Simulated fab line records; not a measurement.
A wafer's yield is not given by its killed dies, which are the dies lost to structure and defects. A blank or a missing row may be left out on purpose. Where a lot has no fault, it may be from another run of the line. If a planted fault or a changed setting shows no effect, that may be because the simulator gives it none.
Chamber matching ; flow n5_finfet ; N5_GATE_CUT_ETCH_36 on rie_diel-05 has 4 sister chambers
The step etches SiARC in CF4, target depth 13 nm, time 21.7 s. 8 wafers are shown with their chamber, then 9 later ones without.

EACH WAFER AND ITS CHAMBER
wafer;chamber;showerhead_plenum_p_Torr (Torr);throttle_valve_pct (%)
L082.4;0;2.10;15.21
L084.2;2;1.98;15.25
L084.5;3;2.25;15.99
L085.3;0;2.10;15.24
L085.5;1;2.04;16.02
L086.3;3;2.25;15.98
L086.4;1;2.04;16.04
L086.6;2;1.97;15.28

WAFERS WHOSE CHAMBER IS MISSING
wafer;showerhead_plenum_p_Torr (Torr);throttle_valve_pct (%)
L091.1;2.10;15.24
L091.3;1.97;15.30
L091.6;2.24;16.00
L094.1;2.24;16.02
L094.4;2.10;15.27
L094.5;2.04;16.06
L095.1;1.97;15.31
L095.3;2.10;15.24
L095.6;2.10;15.26

WHICH CHAMBER EACH WENT THROUGH
wafer;from the rows above;in truth
L091.1;0;0
L091.3;2;2
L091.6;3;3
L094.1;3;3
L094.4;0;0
L094.5;1;1
L095.1;2;2
L095.3;0;0
L095.6;0;0
Correctly placed: 9 of 9. Number that these rows cannot place: 0. 0 placed wrongly.
How it was worked out, from the rows above alone: a wafer's distance from a chamber is the root of the sum, over the readings, of the square of ((its reading less the chamber's mean) divided by the reading's scatter). The wafer belongs to the nearest chamber; if the next one is less than 2 further off, it can't be placed. A chamber's mean is the mean of its shown wafers. The scatter: the root of (the sum of the squares of (reading less its chamber's mean) over the shown wafers, divided by (wafers less chambers)).
